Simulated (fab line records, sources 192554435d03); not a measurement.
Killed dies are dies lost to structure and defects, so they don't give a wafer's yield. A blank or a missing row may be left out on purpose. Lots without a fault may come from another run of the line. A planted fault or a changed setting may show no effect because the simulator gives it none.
Which tool did it? | flow n5_finfet | 12 lots, 36 wafers sampled, at 4 steps of a route of 1938

WHAT THE GAUGES READ, wafer by wafer
N5_BEOL_M6_THK_MEAS_53: measures by xrf.
lot  | measured     | on            | M6_THK (nm)
L075 | day 9 21:15  | film_metro-02 | 78.8 78.1 77.2
L078 | day 9 23:19  | film_metro-01 | 80.2 80.9 78.5
L081 | day 10 12:44 | film_metro-01 | 79.1 78.7 80.3
L079 | day 10 20:29 | film_metro-02 | 82.3 81.1 83.2
L082 | day 11 00:32 | film_metro-02 | 75.5 78.9 76.3
L085 | day 11 21:25 | film_metro-02 | 76.7 81.0 77.7
L088 | day 12 10:05 | film_metro-01 | 78.6 85.6 78.0
L089 | day 13 00:03 | film_metro-02 | 84.0 80.0 79.3
L090 | day 13 09:24 | film_metro-01 | 78.6 79.0 79.3
L093 | day 13 15:19 | film_metro-01 | 84.4 78.0 75.0
L095 | day 14 22:26 | film_metro-01 | 80.7 77.9 78.8
L096 | day 16 01:02 | film_metro-02 | 81.5 81.2 83.7

WHICH TOOL RAN EACH LOT (tool, then ch and the chambers of the sampled wafers, then the start)
lot  | N5_BEOL_M6_DESCUM_16               | N5_BEOL_M6_ETCH_62                 | N5_BEOL_M6_ETCH_72
L075 | rie_diel-03 ch 0,2, day 9 16:23    | rie_diel-03 ch 0,2, day 9 16:29    | rie_diel-06 ch 1,2, day 9 18:22
L078 | rie_diel-01 ch 0,2,3, day 9 16:57  | rie_diel-01 ch 0,2,3, day 9 17:02  | rie_diel-03 ch 0,1,2, day 9 18:36
L081 | rie_diel-06 ch 0,2, day 10 08:09   | rie_diel-06 ch 0,2, day 10 08:14   | rie_diel-03 ch 0,2,3, day 10 09:14
L079 | rie_diel-06 ch 2,3, day 10 16:05   | rie_diel-06 ch 2,3, day 10 16:11   | rie_diel-01 ch 2,3, day 10 17:48
L082 | rie_diel-01 ch 1,2, day 10 19:38   | rie_diel-01 ch 1,2, day 10 19:44   | rie_diel-03 ch 1,2, day 10 21:41
L085 | rie_diel-01 ch 1,2, day 11 17:08   | rie_diel-01 ch 1,2, day 11 17:13   | rie_diel-01 ch 0,1,2, day 11 18:28
L088 | rie_diel-06 ch 2,3, day 12 04:47   | rie_diel-06 ch 2,3, day 12 04:53   | rie_diel-06 ch 1,2,3, day 12 07:01
L089 | rie_diel-01 ch 0,1,3, day 12 19:15 | rie_diel-01 ch 0,1,3, day 12 19:20 | rie_diel-03 ch 1,2,3, day 12 21:08
L090 | rie_diel-01 ch 1,3, day 13 02:26   | rie_diel-01 ch 1,3, day 13 02:31   | rie_diel-01 ch 1,2, day 13 06:18
L093 | rie_diel-06 ch 1,2,3, day 13 09:22 | rie_diel-06 ch 1,2,3, day 13 09:27 | rie_diel-01 ch 0,1,3, day 13 11:35
L095 | rie_diel-03 ch 0,2,3, day 14 15:59 | rie_diel-03 ch 0,2,3, day 14 16:04 | rie_diel-01 ch 0,2, day 14 18:55
L096 | rie_diel-03 ch 0,1,3, day 15 20:20 | rie_diel-03 ch 0,1,3, day 15 20:26 | rie_diel-06 ch 0,1, day 15 21:40
- N5_BEOL_M6_DESCUM_16: chemistry O2, time 7.9 s.
- N5_BEOL_M6_ETCH_62: etches SOC in N2/H2, target depth 110 nm, overetch 22 nm, time 165 s.
- N5_BEOL_M6_ETCH_72: etches underlayer in N2/H2, target depth 6.5 nm, time 5.2 s.

THE ANSWER, worked out from the rows above alone
Rule: what is usual is taken from the lots themselves. Put in order of their means at a reading, lots are off if they are a third of the lots or fewer, leave a main group of 4 or more, and stand apart from it by a gap of 3 or more times the standard deviation of the main group's means; of several such gaps the widest counts. A main group whose means are all the same, to the digits that the tables above print for the reading, isn't used. A lot without any number at a reading at which 4 lots or more have one is off too. The other lots that the step has rows for count as sound.
No lot is off at any reading shown: from this, nothing can be told.

WHAT THE SIMULATOR HAD PUT IN
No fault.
